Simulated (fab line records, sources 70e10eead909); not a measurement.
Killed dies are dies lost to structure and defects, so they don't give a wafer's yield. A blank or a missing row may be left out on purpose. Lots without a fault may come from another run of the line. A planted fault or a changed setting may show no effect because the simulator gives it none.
A struck lot beside a sound one | flow nand_harc | 42 steps out of a route of 1159
Sound: wafers L891.1, L891.4, L891.5. Struck: wafer L904.1. (L904.2, L904.6 of the same lot were not struck and are left out.) The cause comes at the end.
At each step with rows: each side's tool, then ch and its chambers, then its first start. Under that, the readings that differ: sound wafers | struck wafers | difference of the means | sigmas: that difference in standard deviations of wafers without a fault.
alike: readings whose means differ by less than 2 such deviations, and words and numbers that are the same on both sides. not compared: withheld readings, readings that some wafer has no value for, bounds like >300 that may hide the same value, and numbers for which the record gives no deviation and whose values overlap.
The two part at a step that has a row with sigmas, a row that says differs or no value, or rows on one side only. Numbers that don't overlap but have no deviation are shown without sigmas and don't part them. A reading that every wafer of one side lacks parts them only if that side has two wafers or more.

first, 5 steps without rows for these wafers: NHARC_A_CONTACT_ETCH_76 (etches the open film in N2/H2, target depth 260 nm, time 475.3 s); NHARC_A_CONTACT_ETCH_77 (etches the open film in CF4/CHF3, target depth 72.6 nm, time 36.3 s); NHARC_A_CONTACT_ETCH_78 (etches the open film in O2/COS, target depth 2800 nm, time 728 s); NHARC_A_CONTACT_ETCH_124 (etches the open film in C4F8/O2/Ar, time 140 s, target depth 700 nm); NHARC_A_CONTACT_ETCH_125 (etches the open film in C4F8/O2/Ar, time 155 s, target depth 956 nm).
NHARC_A_CONTACT_ETCH_126: etches the open film in C4F8/O2/Ar, time 155 s, target depth 956 nm.
  sound on har_cap_etch-03 ch 1, day 16 16:40; struck on har_cap_etch-01 ch 1, day 20 06:04
  alike: chamber_pressure_mTorr
  not compared: rf_hours_counter_h
NHARC_A_CONTACT_ETCH_127: etches the open film in C4F8/O2/Ar, time 155 s, target depth 956 nm.
  sound on har_cap_etch-03 ch 1, day 16 16:49; struck on har_cap_etch-01 ch 1, day 20 06:13
  alike: chamber_pressure_mTorr
  not compared: rf_hours_counter_h
then, 3 steps without rows for these wafers: NHARC_A_CONTACT_ETCH_128 (etches the open film in C4F8/O2/Ar, time 155 s, target depth 956 nm); NHARC_A_CONTACT_ETCH_129 (etches the open film in C4F8/O2/Ar, time 155 s, target depth 956 nm); NHARC_A_CONTACT_ETCH_130 (etches the open film in C4F8/O2/Ar, time 155 s, target depth 956 nm).
NHARC_A_CONTACT_ETCH_131: etches the open film in C4F8/O2/Ar, time 155 s, target depth 956 nm.
  sound on har_cap_etch-03 ch 1, day 16 17:23; struck on har_cap_etch-01 ch 1, day 20 06:46
  alike: chamber_pressure_mTorr
  not compared: rf_hours_counter_h
then, 1 step without rows for these wafers: NHARC_A_CONTACT_ETCH_132 (etches the open film in C4F8/O2/Ar, time 156 s, target depth 958 nm).
NHARC_A_CONTACT_ETCH_133: etches the open film in C4F8/O2/Ar, time 195 s, target depth 840 nm.
  sound on har_cap_etch-03 ch 1, day 16 17:40; struck on har_cap_etch-01 ch 1, day 20 07:04
  alike: chamber_pressure_mTorr
  not compared: rf_hours_counter_h
NHARC_A_CONTACT_ETCH_91: etches the open film in CH3F/O2, target depth 40 nm, time 85.7 s.
  sound on rie_diel-06 ch 0,1,3, day 16 18:16; struck on rie_diel-06 ch 3, day 20 07:38
  alike: chamber_pressure_mTorr, drypump_motor_current_A, oes_product_au, rf_vpp_V, showerhead_plenum_p_Torr, throttle_valve_pct
  not compared: rf_hours_counter_h
then, 1 step without rows for these wafers: NHARC_A_CONTACT_ETCH_97 (etches the open film in C4F6/O2, target depth 20 nm, time 10 s).
NHARC_A_CONTACT_CD_MEAS_80:
  sound on cd_sem-01, day 16 18:29; struck on cd_sem-02, day 20 07:51
  alike: cd_nm
then, 4 steps without rows for these wafers: NHARC_A_CONTACT_STRIP_103 (strips in N2/H2); NHARC_A_CONTACT_STRIP_104 (strips in CF4/CHF3); NHARC_A_CONTACT_STRIP_105 (strips in O2/COS); NHARC_A_CONTACT_ETCH_106 (etches the open film in CF4/O2, target depth 60 nm, overetch 6 nm, time 33 s).
NHARC_A_CONTACT_STRIP_82: strips in O2.
  sound on rie_diel-06 ch 0,3; struck on rie_diel-08 ch 3
  reading                | sound                | struck | difference | sigmas
  throttle_valve_pct (%) | 17.037 17.047 17.041 | 17.018 | -0.024     | -3
  alike: chamber_pressure_mTorr, drypump_motor_current_A, oes_product_au, rf_vpp_V, showerhead_plenum_p_Torr
  not compared: rf_hours_counter_h
then, 13 steps without rows for these wafers: NHARC_A_CONTACT_STRIP_83 (strips in post etch residue remover, time 600 s); NHARC_A_CONTACT_DEP_84 (deposits aC, target thk 2000 nm); NHARC_A_CONTACT_DEP_85 (deposits SiON, target thk 50 nm); NHARC_A_CONTACT_DEHYDRATE_00 (time 120 s); NHARC_A_CONTACT_HMDS_01 (time 30 s); NHARC_A_CONTACT_COAT_86 (time 75 s); NHARC_A_CONTACT_COAT_87 (time 65 s); NHARC_A_CONTACT_COAT_02 (resist thk 90 nm); NHARC_A_CONTACT_SOFTBAKE_03 (time 55 s); NHARC_A_CONTACT_EBR_04; NHARC_A_CONTACT_EXPOSE_05 (exposes mask A CC); NHARC_A_CONTACT_PEB_06 (peb time 65 s); NHARC_A_CONTACT_DEVELOP_07 (develop time 35 s).
NHARC_A_CONTACT_CD_MEAS_08: target cd 100 nm.
  sound on cd_sem-01 ch 0, day 16 23:50; struck on cd_sem-01 ch 0, day 20 11:10
  alike: cd_nm
NHARC_A_CONTACT_OVL_MEAS_09:
  sound on overlay-02, day 16 23:55; struck on overlay-01, day 20 11:15
  alike: overlay_x_nm, overlay_y_nm
then, 5 steps without rows for these wafers: NHARC_A_CONTACT_DESCUM_13 (chemistry O2, time 3 s); NHARC_A_CONTACT_ETCH_88 (etches the open film in CF4, target depth 39 nm, time 65 s); NHARC_A_CONTACT_ETCH_89 (etches the open film in N2/H2, target depth 260 nm, time 475.3 s); NHARC_A_CONTACT_ETCH_30 (etches the open film in CF4/CHF3, target depth 60.5 nm, time 30.2 s); NHARC_A_CONTACT_ETCH_31 (etches the open film in O2/COS, target depth 2000 nm, time 520 s).
-- the record jumps here: 2 days lie between the struck wafers' starts before and after (it left off in module A_CONTACT and takes up again in module END, whose first step shown is number 1159 of the route) --
NHARC_END_SORT_01:
  sound on prober-02 ch 0, day 19 09:58; struck on prober-01 ch 0, day 22 21:04
  reading         | sound    | struck | difference | sigmas
  killed_at_array | 19 12 20 | 66     | +49        | +5
  killed_dies     | 25 16 27 | 67     | +44        | +4
  alike: killed_at_other, killed_at_periphery, killed_open, killed_short

WHERE THEY PART
First at NHARC_A_CONTACT_STRIP_82; last, within this record, at NHARC_END_SORT_01.

WHY: what the simulator had put in
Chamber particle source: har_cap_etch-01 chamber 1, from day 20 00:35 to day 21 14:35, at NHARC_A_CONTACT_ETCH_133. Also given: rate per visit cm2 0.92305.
